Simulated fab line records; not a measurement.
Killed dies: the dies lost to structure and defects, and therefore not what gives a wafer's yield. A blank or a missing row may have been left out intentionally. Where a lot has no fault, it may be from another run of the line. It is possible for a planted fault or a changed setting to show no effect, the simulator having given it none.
2 desks, one fault | flow n5_finfet | every desk sees just its own numbers, and what lay behind them comes last

== TOOL OWNER'S DESK, cmp-02 ==
The tool's own readings at N5_HKMG_FIN_CMP_94 (polishes, stops on SiNx, t overpolish 4.7 s, target thk 43.299 nm): means of the sampled wafers that have a number, for each lot that ran on this tool. Any lot whose mean is over 4 standard deviations away from the usual mean is out of limits and marked OUT; that distance is given in the brackets.
Columns: A = motor_current_A at N5_HKMG_FIN_CMP_94, usual 12.3 A; B = platen_rpm at N5_HKMG_FIN_CMP_94, usual 50.29 rpm
lot  | first seen here | A    | B
L432 | day 4 06:10     | 11.8 | 50.31
L433 | day 4 15:52     | 11.8 | 50.30
L444 | day 7 17:04     | 10.8 | 50.33
L446 | day 8 01:53     | 12.7 | 50.28
L454 | day 10 04:46    | 11.2 | 49.64 (-19) OUT
Finding of this desk: L454 out of limits; the first was L454 at day 10 04:46, on platen_rpm at N5_HKMG_FIN_CMP_94. L432, L433, L444, L446: within limits.

== AT THE METROLOGY DESK ==
Lot by lot, what the gauges showed, no matter which tool ran the lot: averages of those sampled wafers that carry a number. Any lot whose mean is over 4 standard deviations away from the usual mean is out of limits and marked OUT; that distance is given in the brackets. Only the readings that lie furthest out on some lot appear, 7 of the 10 it has.
Columns: A = DIBL_P at N5_BEOL_M4_RC_MEAS_101, usual 34.8 mV/V; B = IOFF_P at N5_BEOL_M4_RC_MEAS_101, usual 0.19 nA/um; C = ION_N at N5_BEOL_M4_RC_MEAS_101, usual 677 uA/um; D = ION_P at N5_BEOL_M4_RC_MEAS_101, usual 462 uA/um; E = SS_N at N5_BEOL_M4_RC_MEAS_101, usual 71.4 mV/dec; F = VT_N at N5_BEOL_M4_RC_MEAS_101, usual 250 mV; G = VT_P at N5_BEOL_M4_RC_MEAS_101, usual -251 mV
lot  | first seen here | A    | B    | C   | D   | E    | F   | G
L432 | day 8 15:29     | 36.8 | 0.17 | 675 | 450 | 72.3 | 250 | -256
L433 | day 8 15:54     | 31.6 | 0.19 | 678 | 473 | 70.6 | 251 | -250
L440 | day 10 10:04    | 34.7 | 0.21 | 670 | 464 | 72.1 | 247 | -248
L441 | day 10 14:34    | 36.4 | 0.19 | 674 | 458 | 71.6 | 251 | -253
L446 | day 11 15:32    | 33.0 | 0.17 | 652 | 453 | 71.5 | 256 | -251
L444 | day 11 18:20    | 35.0 | 0.22 | 690 | 476 | 71.2 | 247 | -249
L452 | day 13 15:20    | 35.7 | 0.17 | 678 | 454 | 71.8 | 251 | -256
L455 | day 14 14:02    | 38.0 | 0.23 | 700 | 473 | 71.9 | 245 | -249
L454 | day 14 15:19    | 34.5 | 0.22 | 679 | 471 | 71.2 | 252 | -245
This desk's finding: nothing out of limits on any of the 9 lots.

== BROUGHT TOGETHER ==
On L454, at day 10 04:46, an alarm was possible from the tool owner's desk.
The metrology desk saw nothing out of limits.
The metrology desk holds a record of L454, inside its limits.
The lots listed all ran N5_HKMG_FIN_CMP_94 on cmp-02.

== WHAT THE SIMULATOR HAD PUT IN ==
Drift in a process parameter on cmp-02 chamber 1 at N5_HKMG_FIN_CMP_94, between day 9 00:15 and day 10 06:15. From 50.289, the setting platen_rpm moved by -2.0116. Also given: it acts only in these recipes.
Struck lots among those shown: L454.
Delay in hours, fault start to first out-of-limits reading, by desk: the tool owner's desk at 29.
